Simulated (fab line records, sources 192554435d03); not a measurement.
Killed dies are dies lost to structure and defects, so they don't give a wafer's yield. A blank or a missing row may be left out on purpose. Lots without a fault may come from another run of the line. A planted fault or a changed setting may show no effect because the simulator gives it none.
Split-lot experiment | flow n5_finfet | 7 lots, 39 wafers read, on a route of 1938 steps

THE SPLIT
At N5_FIN_SAQP_SPACER2_ALD_28 (deposits SiO2, target thk 8.1 nm, pulse time 1 s, purge time 2 s), the setting target_thk_a was moved away from the recipe's 81 angstrom on 15 of the 39 wafers read, by -55.9% to +37.4%. The other wafers ran this setting at the recipe's value.

FROM THE SPLIT TO THE READING: what the file shows between them, 9 steps
- N5_FIN_SAQP_SPACER2_ETCHBACK_29: etches SiO2 in CHF3/O2, target depth 12.2 nm, time 6.1 s
- N5_FIN_SAQP_MANDREL2_REMOVE_60: chemistry HBr/Cl2/O2, target a-Si, stops on SiNx, bt time 10 s
- N5_FIN_SAQP_CD_MEAS_31: target cd 8 nm
- N5_FIN_SAQP_HM_OPEN_33: chemistry CH3F/O2, target SiNx, target depth 49.4 nm, time 70.6 s
- N5_FIN_SAQP_ETCH_34: etches SiO2 in C4F6/O2, target depth 45 nm, time 15 s
- N5_FIN_SAQP_STRIP_77: strips in N2/H2, time 90 s
- N5_FIN_SAQP_HM_CD_35: target cd 8 nm
- N5_FIN_SAQP_ETCH_64: etches SiO2 in CF4, target depth 1.5 nm
- N5_FIN_SAQP_FIN_ETCH_36: etches the open film in HBr/Cl2/O2, target depth 120 nm, time 50.4 s

THE READING
cd_nm, in nm, at N5_FIN_SAQP_CD_MEAS_37 (target cd 8 nm). Fault-free wafers of this fab line usually give 8.24 nm, standard deviation 0.26 nm.

wafer  | tool, chamber at the split | target_thk_a as run, angstrom | against the recipe | cd_nm, nm | against lot-mates on the recipe
L074.1 | ald_sin-03, 2,3,0          | 81                            | recipe             | 8.01      | -
L074.2 | ald_sin-03, 0,1,3          | 111.3                         | +37.4%             | 10.94     | +2.71
L074.3 | ald_sin-03, 0,1,3          | 111.3                         | +37.4%             | 11.41     | +3.18
L074.4 | ald_sin-03, 2,3,0          | 81                            | recipe             | 8.42      | -
L074.5 | ald_sin-03, 2,3,0          | 81                            | recipe             | 8.25      | -
L074.6 | ald_sin-03, 0,1,3          | 111.3                         | +37.4%             | 11.02     | +2.79
L078.1 | ald_sin-01, 1,0,2          | 43.23                         | -46.6%             | 4.82      | -3.66
L078.2 | ald_sin-01, 1,0,2          | 43.23                         | -46.6%             | 4.62      | -3.86
L078.3 | ald_sin-01, 3,1,0          | 81                            | recipe             | 8.44      | -
L078.4 | ald_sin-01, 1,0,2          | 43.23                         | -46.6%             | 4.79      | -3.69
L078.5 | ald_sin-01, 3,1,0          | 81                            | recipe             | 7.93      | -
L078.6 | ald_sin-01, 3,1,0          | 81                            | recipe             | 9.06      | -
L082.2 | ald_sin-03, 2,0,2          | 81                            | recipe             | 8.88      | -
L082.4 | ald_sin-03, 2,0,2          | 81                            | recipe             | 8.49      | -
L082.5 | ald_sin-03, 2,0,2          | 81                            | recipe             | 8.83      | -
L087.1 | ald_sin-03, 2,0,1          | 39.61                         | -51.1%             | 4.08      | -4.13
L087.2 | ald_sin-03, 1,0,3          | 81                            | recipe             | 8.48      | -
L087.3 | ald_sin-03, 1,0,3          | 81                            | recipe             | 8.28      | -
L087.4 | ald_sin-03, 1,0,3          | 81                            | recipe             | 7.86      | -
L087.5 | ald_sin-03, 2,0,1          | 39.61                         | -51.1%             | 4.27      | -3.94
L087.6 | ald_sin-03, 2,0,1          | 39.61                         | -51.1%             | 3.96      | -4.25
L091.1 | ald_sin-03, 1,3,0          | 35.75                         | -55.9%             | 3.42      | -4.90
L091.2 | ald_sin-03, 2,0,3          | 81                            | recipe             | 8.41      | -
L091.3 | ald_sin-03, 2,0,3          | 81                            | recipe             | 8.19      | -
L091.4 | ald_sin-03, 2,0,3          | 81                            | recipe             | 8.35      | -
L091.5 | ald_sin-03, 1,3,0          | 35.75                         | -55.9%             | 3.52      | -4.80
L091.6 | ald_sin-03, 1,3,0          | 35.75                         | -55.9%             | 3.64      | -4.68
L093.1 | ald_sin-04, 1,0,3,1,0,3    | 81                            | recipe             | 8.19      | -
L093.2 | ald_sin-04, 1,0,3,1,0,3    | 81                            | recipe             | 8.48      | -
L093.3 | ald_sin-04, 1,0,3,1,0,3    | 81                            | recipe             | 8.30      | -
L093.4 | ald_sin-04, 1,0,3,1,0,3    | 81                            | recipe             | 8.07      | -
L093.5 | ald_sin-04, 1,0,3,1,0,3    | 81                            | recipe             | 8.23      | -
L093.6 | ald_sin-04, 1,0,3,1,0,3    | 81                            | recipe             | 8.61      | -
L095.1 | ald_sin-03, 0              | 81                            | recipe             | 8.38      | -
L095.2 | ald_sin-03, 3,2            | 81                            | recipe             | 8.30      | -
L095.3 | ald_sin-03, 3,2            | 81                            | recipe             | 8.78      | -
L095.4 | ald_sin-03, 1,2,3          | 42.13                         | -48.0%             | 4.10      | -4.39
L095.5 | ald_sin-03, 1,2,3          | 42.13                         | -48.0%             | 4.46      | -4.03
L095.6 | ald_sin-03, 1,2,3          | 42.13                         | -48.0%             | 4.36      | -4.13
Where a row lists several chambers, the file gives one row for several wafers and doesn't say which wafer went through which chamber.

THE FIT
A straight line over all 39 wafers: cd_nm changes by +0.0818 nm for each +1% of target_thk_a; r = +0.99; the points scatter about the line by 0.28 nm.
The same after taking each lot's own level away (the mean of its wafers on the recipe; 39 wafers): +0.0823 nm for each +1%; r = +0.99; scatter 0.24 nm.
On that fit, the largest move of target_thk_a shifts the reading by 4.6 nm.
The lots' own levels span 8.207 to 8.733 nm, that is 2.0 times the standard deviation above.
So the lot-to-lot level changes the slope little: the two slopes agree.
Check: with one of the wafers moved furthest among these (-55.9%) left out of the fit, the line predicts -4.6 nm for it against its lot-mates. It came out at -4.9 nm against them.

OTHER SPLITS ON THESE WAFERS
These wafers also went through other splits before the reading. Each is held against what the fit with the lots' levels taken away leaves over:
other split on the same wafers | wafers away from the commonest value | r with cd_nm (lot level and that fit taken away)
N5_ZERO_LAYER_PECVD_02 time_s  | 12                                   | -0.20

THE WHOLE CHAIN: every reading that the file lists as answering this split, in the file's order
step                           | what it does                                                     | reading                                                                                 | change (the file's fit)                | r (the file's)
N5_FIN_SAQP_SPACER2_ALD_28     | deposits SiO2, target thk 8.1 nm, pulse time 1 s, purge time 2 s | SiO2_of_FIN_SAQP_SPACER2_ALD_28.thk_nm (the simulator's own value, which no gauge read) | +0.0812 nm for each +1% of the setting | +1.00
N5_FIN_SAQP_MANDREL2_REMOVE_60 | chemistry HBr/Cl2/O2, target a-Si, stops on SiNx, bt time 10 s   | FIN_SAQP.cd_nm (the simulator's own value, which no gauge read)                         | +0.0811 nm for each +1% of the setting | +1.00
N5_FIN_SAQP_CD_MEAS_31         | target cd 8 nm                                                   | cd_nm                                                                                   | +0.0797 nm for each +1% of the setting | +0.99
N5_FIN_SAQP_ETCH_34            | etches SiO2 in C4F6/O2, target depth 45 nm, time 15 s            | FIN_SAQP.cd_nm (the simulator's own value, which no gauge read)                         | +0.0819 nm for each +1% of the setting | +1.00
N5_FIN_SAQP_HM_CD_35           | target cd 8 nm                                                   | cd_nm                                                                                   | +0.0811 nm for each +1% of the setting | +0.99
N5_FIN_SAQP_CD_MEAS_37         | target cd 8 nm                                                   | cd_nm                                                                                   | +0.0827 nm for each +1% of the setting | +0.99

THE FILE'S OWN FIT
cd_nm changes by +0.0827 nm for each +1% of target_thk_a, r = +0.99.
